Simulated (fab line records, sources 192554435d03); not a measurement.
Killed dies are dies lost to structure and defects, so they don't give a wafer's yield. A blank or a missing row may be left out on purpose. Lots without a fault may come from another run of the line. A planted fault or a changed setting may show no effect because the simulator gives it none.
Which tool did it? | flow n5_finfet | 20 lots, 60 wafers sampled, at 4 steps of a route of 1938

WHAT THE GAUGES READ, wafer by wafer
N5_DUMMY_GATE_OVL_MEAS_16.
lot  | measured    | on         | GATE_OVL (nm)
L074 | day 3 04:10 | overlay-01 | 1.0 0.4 -0.1
L075 | day 3 08:12 | overlay-02 | 0.1 0.3 0.7
L076 | day 3 10:56 | overlay-02 | -0.5 -0.5 -1.3
L077 | day 3 16:59 | overlay-02 | -0.9 0.0 -0.3
L078 | day 3 23:25 | overlay-01 | -0.1 0.2 -0.5
L081 | day 4 15:40 | overlay-02 | 0.8 0.6 -0.6
L082 | day 5 03:34 | overlay-02 | 0.0 0.4 0.7
L083 | day 5 03:37 | overlay-01 | -0.3 -0.2 0.2
L084 | day 5 11:24 | overlay-02 | 0.1 0.5 -0.4
L085 | day 5 17:49 | overlay-02 | -0.5 -0.1 -0.4
L086 | day 5 22:55 | overlay-01 | -0.6 -0.1 0.2
L087 | day 6 04:50 | overlay-02 | -0.7 -0.5 -0.6
L088 | day 6 15:56 | overlay-02 | -0.2 0.7 0.5
L090 | day 7 00:20 | overlay-02 | -0.3 1.2 0.6
L091 | day 7 05:10 | overlay-02 | -0.3 0.0 0.4
L092 | day 7 10:37 | overlay-02 | 0.2 0.4 0.3
L093 | day 7 18:25 | overlay-01 | 1.0 0.0 0.8
L094 | day 7 23:20 | overlay-02 | -1.1 -0.3 0.2
L095 | day 8 12:07 | overlay-01 | 0.7 -0.1 0.4
L097 | day 8 19:56 | overlay-01 | 0.5 0.0 -0.8

WHICH TOOL RAN EACH LOT (tool, then ch and the chambers of the sampled wafers, then the start)
lot  | N5_FIN_CUT_DESCUM_13              | N5_FIN_CUT_ETCH_20                | N5_FIN_CUT_STRIP_24
L074 | rie_diel-03 ch 2,3, day 2 05:43   | rie_diel-03 ch 2,3, day 2 05:46   | rie_diel-03 ch 2,3, day 2 06:08
L075 | rie_diel-04 ch 0,1, day 2 11:11   | rie_diel-04 ch 0,1, day 2 11:14   | rie_diel-04 ch 0,1, day 2 11:36
L076 | rie_diel-04 ch 1,3, day 2 15:48   | rie_diel-04 ch 1,3, day 2 15:52   | rie_diel-04 ch 1,3, day 2 16:13
L077 | rie_diel-01 ch 1,3, day 2 21:46   | rie_diel-01 ch 1,3, day 2 21:49   | rie_diel-01 ch 1,3, day 2 22:11
L078 | rie_diel-01 ch 1,2,3, day 3 03:00 | rie_diel-01 ch 1,2,3, day 3 03:04 | rie_diel-01 ch 1,2,3, day 3 03:25
L081 | rie_diel-04 ch 2,3, day 3 20:41   | rie_diel-04 ch 2,3, day 3 20:44   | rie_diel-04 ch 2,3, day 3 21:06
L082 | rie_diel-01 ch 0,3, day 4 03:22   | rie_diel-01 ch 0,3, day 4 03:26   | rie_diel-01 ch 0,3, day 4 03:47
L083 | rie_diel-03 ch 1,2, day 4 09:10   | rie_diel-03 ch 1,2, day 4 09:13   | rie_diel-03 ch 1,2, day 4 09:34
L084 | rie_diel-04 ch 1,2,3, day 4 14:47 | rie_diel-04 ch 1,2,3, day 4 14:50 | rie_diel-04 ch 1,2,3, day 4 15:12
L085 | rie_diel-03 ch 0,1,2, day 4 22:38 | rie_diel-03 ch 0,1,2, day 4 22:41 | rie_diel-03 ch 0,1,2, day 4 23:03
L086 | rie_diel-04 ch 1,3, day 5 04:35   | rie_diel-04 ch 1,3, day 5 04:38   | rie_diel-04 ch 1,3, day 5 04:59
L087 | rie_diel-04 ch 0,1,2, day 5 09:43 | rie_diel-04 ch 0,1,2, day 5 09:46 | rie_diel-04 ch 0,1,2, day 5 10:08
L088 | rie_diel-01 ch 0,1,3, day 5 21:16 | rie_diel-01 ch 0,1,3, day 5 21:19 | rie_diel-01 ch 0,1,3, day 5 21:41
L090 | rie_diel-04 ch 0,1, day 6 04:51   | rie_diel-04 ch 0,1, day 6 04:55   | rie_diel-04 ch 0,1, day 6 05:16
L091 | rie_diel-04 ch 0,1,3, day 6 10:54 | rie_diel-04 ch 0,1,3, day 6 10:57 | rie_diel-04 ch 0,1,3, day 6 11:19
L092 | rie_diel-03 ch 0,1,2, day 6 15:17 | rie_diel-03 ch 0,1,2, day 6 15:20 | rie_diel-03 ch 0,1,2, day 6 15:42
L093 | rie_diel-03 ch 0,1,3, day 6 22:59 | rie_diel-03 ch 0,1,3, day 6 23:02 | rie_diel-03 ch 0,1,3, day 6 23:24
L094 | rie_diel-04 ch 0,2,3, day 7 04:37 | rie_diel-04 ch 0,2,3, day 7 04:41 | rie_diel-04 ch 0,2,3, day 7 05:02
L095 | rie_diel-01 ch 0,2,3, day 7 12:57 | rie_diel-01 ch 0,2,3, day 7 13:00 | rie_diel-01 ch 0,2,3, day 7 13:22
L097 | rie_diel-01 ch 2,3, day 8 00:13   | rie_diel-01 ch 2,3, day 8 00:17   | rie_diel-01 ch 2,3, day 8 00:38
- N5_FIN_CUT_DESCUM_13: chemistry O2, time 7 s.
- N5_FIN_CUT_ETCH_20: etches SiARC in CF4, target depth 26 nm, time 43.3 s.
- N5_FIN_CUT_STRIP_24: strips in CF4.

WHAT THE TOOLS THEMSELVES READ (means of the sampled wafers that have a number; where no wafer has one, the mark that the record gives instead)
N5_FIN_CUT_DESCUM_13.
lot  | tool        | drypump_motor_current_A (A) | oes_product_au (a.u.) | rf_vpp_V (V) | showerhead_plenum_p_Torr (Torr) | throttle_valve_pct (%)
L074 | rie_diel-03 | 6.5                         | 0.77                  | 242.7        | 2.05                            | 20.30
L075 | rie_diel-04 | 4.9                         | 0.78                  | 244.5        | 2.20                            | 20.25
L076 | rie_diel-04 | 5.4                         | 0.83                  | 243.9        | 2.15                            | 20.24
L077 | rie_diel-01 | 6.0                         | 0.90                  | 242.7        | 2.04                            | 20.31
L078 | rie_diel-01 | 5.5                         | 0.80                  | 242.2        | 2.05                            | 20.20
L081 | rie_diel-04 | 6.6                         | 0.77                  | 242.3        | 2.07                            | 20.52
L082 | rie_diel-01 | 6.1                         | 0.90                  | 242.4        | 2.08                            | 20.36
L083 | rie_diel-03 | 6.2                         | 0.83                  | 241.9        | 2.06                            | 20.32
L084 | rie_diel-04 | 6.0                         | 0.79                  | 243.1        | 2.11                            | 20.39
L085 | rie_diel-03 | 6.1                         | 0.84                  | 243.4        | 2.09                            | 20.19
L086 | rie_diel-04 | 5.4                         | 0.80                  | 243.4        | 2.14                            | 20.26
L087 | rie_diel-04 | 5.5                         | 0.74                  | 243.9        | 2.15                            | 20.42
L088 | rie_diel-01 | 5.6                         | 0.81                  | 242.8        | 2.06                            | 20.39
L090 | rie_diel-04 | 4.9                         | 0.75                  | 244.0        | 2.19                            | 20.31
L091 | rie_diel-04 | 5.6                         | 0.78                  | 243.9        | 2.14                            | 20.30
L092 | rie_diel-03 | 6.1                         | 0.82                  | 243.7        | 2.09                            | 20.20
L093 | rie_diel-03 | 6.1                         | 0.82                  | 243.2        | 2.10                            | 20.11
L094 | rie_diel-04 | 6.2                         | 0.84                  | 242.9        | 2.10                            | 20.28
L095 | rie_diel-01 | 5.7                         | 0.81                  | 243.2        | 2.08                            | 20.29
L097 | rie_diel-01 | 6.0                         | 0.83                  | 242.8        | 2.06                            | 20.23

N5_FIN_CUT_ETCH_20.
lot  | tool        | drypump_motor_current_A (A) | etch_rf_on_time_s (s) | mfc_ar_sccm (sccm) | oes_product_au (a.u.) | rf_vpp_V (V) | showerhead_plenum_p_Torr (Torr) | throttle_valve_pct (%)
L074 | rie_diel-03 | 6.5                         | 42.6                  | 99.69              | 0.66                  | 183.5        | 2.11                            | 15.59
L075 | rie_diel-04 | 4.9                         | 42.8                  | 100.28             | 0.66                  | 184.8        | 2.22                            | 15.38
L076 | rie_diel-04 | 5.4                         | 42.8                  | 99.96              | 0.70                  | 185.2        | 2.19                            | 15.39
L077 | rie_diel-01 | 5.9                         | 44.5                  | 100.13             | 0.76                  | 183.3        | 2.10                            | 15.50
L078 | rie_diel-01 | 5.5                         | 44.4                  | 99.59              | 0.69                  | 183.3        | 2.11                            | 15.46
L081 | rie_diel-04 | 6.6                         | 44.5                  | 99.94              | 0.64                  | 183.8        | 2.10                            | 15.57
L082 | rie_diel-01 | 6.1                         | 43.9                  | 99.94              | 0.76                  | 183.8        | 2.14                            | 15.54
L083 | rie_diel-03 | 6.2                         | 42.7                  | 99.84              | 0.71                  | 183.4        | 2.10                            | 15.46
L084 | rie_diel-04 | 6.0                         | 43.7                  | 100.03             | 0.67                  | 183.7        | 2.15                            | 15.50
L085 | rie_diel-03 | 6.1                         | 43.6                  | 100.04             | 0.71                  | 183.1        | 2.13                            | 15.35
L086 | rie_diel-04 | 5.4                         | 43.3                  | 100.08             | 0.69                  | 184.6        | 2.19                            | 15.41
L087 | rie_diel-04 | 5.5                         | 44.3                  | 100.04             | 0.63                  | 183.9        | 2.18                            | 15.51
L088 | rie_diel-01 | 5.6                         | 44.1                  | 100.14             | 0.69                  | 183.2        | 2.11                            | 15.61
L090 | rie_diel-04 | 4.9                         | 43.2                  | 100.07             | 0.64                  | 184.7        | 2.21                            | 15.44
L091 | rie_diel-04 | 5.6                         | 44.1                  | 99.75              | 0.67                  | 184.3        | 2.17                            | 15.46
L092 | rie_diel-03 | 6.1                         | 43.7                  | 100.23             | 0.70                  | 184.0        | 2.13                            | 15.37
L093 | rie_diel-03 | 6.0                         | 43.8                  | 99.71              | 0.69                  | 184.3        | 2.15                            | 15.36
L094 | rie_diel-04 | 6.2                         | 43.9                  | 99.90              | 0.71                  | 184.0        | 2.13                            | 15.38
L095 | rie_diel-01 | 5.7                         | 43.9                  | 100.24             | 0.68                  | 183.8        | 2.14                            | 15.54
L097 | rie_diel-01 | 6.0                         | 44.0                  | 100.07             | 0.71                  | 183.6        | 2.12                            | 15.47

N5_FIN_CUT_STRIP_24.
lot  | tool        | drypump_motor_current_A (A) | oes_product_au (a.u.) | rf_vpp_V (V) | showerhead_plenum_p_Torr (Torr) | throttle_valve_pct (%)
L074 | rie_diel-03 | 6.5                         | 0.76                  | 270.6        | 1.77                            | 13.59
L075 | rie_diel-04 | 4.9                         | 0.76                  | 272.7        | 1.86                            | 13.37
L076 | rie_diel-04 | 5.4                         | 0.81                  | 272.1        | 1.84                            | 13.35
L077 | rie_diel-01 | 5.9                         | 0.89                  | 270.7        | 1.76                            | 13.45
L078 | rie_diel-01 | 5.5                         | 0.81                  | 270.7        | 1.77                            | 13.43
L081 | rie_diel-04 | 6.6                         | 0.76                  | 270.6        | 1.76                            | 13.57
L082 | rie_diel-01 | 6.1                         | 0.88                  | 270.9        | 1.80                            | 13.48
L083 | rie_diel-03 | 6.2                         | 0.82                  | 269.8        | 1.76                            | 13.43
L084 | rie_diel-04 | 6.0                         | 0.77                  | 271.5        | 1.79                            | 13.47
L085 | rie_diel-03 | 6.1                         | 0.83                  | 271.0        | 1.79                            | 13.32
L086 | rie_diel-04 | 5.4                         | 0.79                  | 271.6        | 1.83                            | 13.39
L087 | rie_diel-04 | 5.5                         | 0.72                  | 272.3        | 1.82                            | 13.51
L088 | rie_diel-01 | 5.6                         | 0.80                  | 270.1        | 1.77                            | 13.58
L090 | rie_diel-04 | 4.9                         | 0.74                  | 272.4        | 1.85                            | 13.43
L091 | rie_diel-04 | 5.6                         | 0.77                  | 271.6        | 1.82                            | 13.45
L092 | rie_diel-03 | 6.1                         | 0.81                  | 270.4        | 1.78                            | 13.37
L093 | rie_diel-03 | 6.0                         | 0.80                  | 271.4        | 1.80                            | 13.36
L094 | rie_diel-04 | 6.2                         | 0.83                  | 271.1        | 1.79                            | 13.37
L095 | rie_diel-01 | 5.7                         | 0.79                  | 270.8        | 1.80                            | 13.50
L097 | rie_diel-01 | 6.0                         | 0.82                  | 270.8        | 1.78                            | 13.43

THE ANSWER, worked out from the rows above alone
Rule: what is usual is taken from the lots themselves. Put in order of their means at a reading, lots are off if they are a third of the lots or fewer, leave a main group of 4 or more, and stand apart from it by a gap of 3 or more times the standard deviation of the main group's means; of several such gaps the widest counts. A main group whose means are all the same, to the digits that the tables above print for the reading, isn't used. A lot without any number at a reading at which 4 lots or more have one is off too. The other lots that the step has rows for count as sound. The gauges are gone through in route order, then the tools' own readings, and for those a lot's mean is taken as printed above. The first step at which some lot is off is used, and at that step the reading that is off furthest; a lot without a number counts as furthest.
No lot is off at any reading shown: from this, nothing can be told.

WHAT THE SIMULATOR HAD PUT IN
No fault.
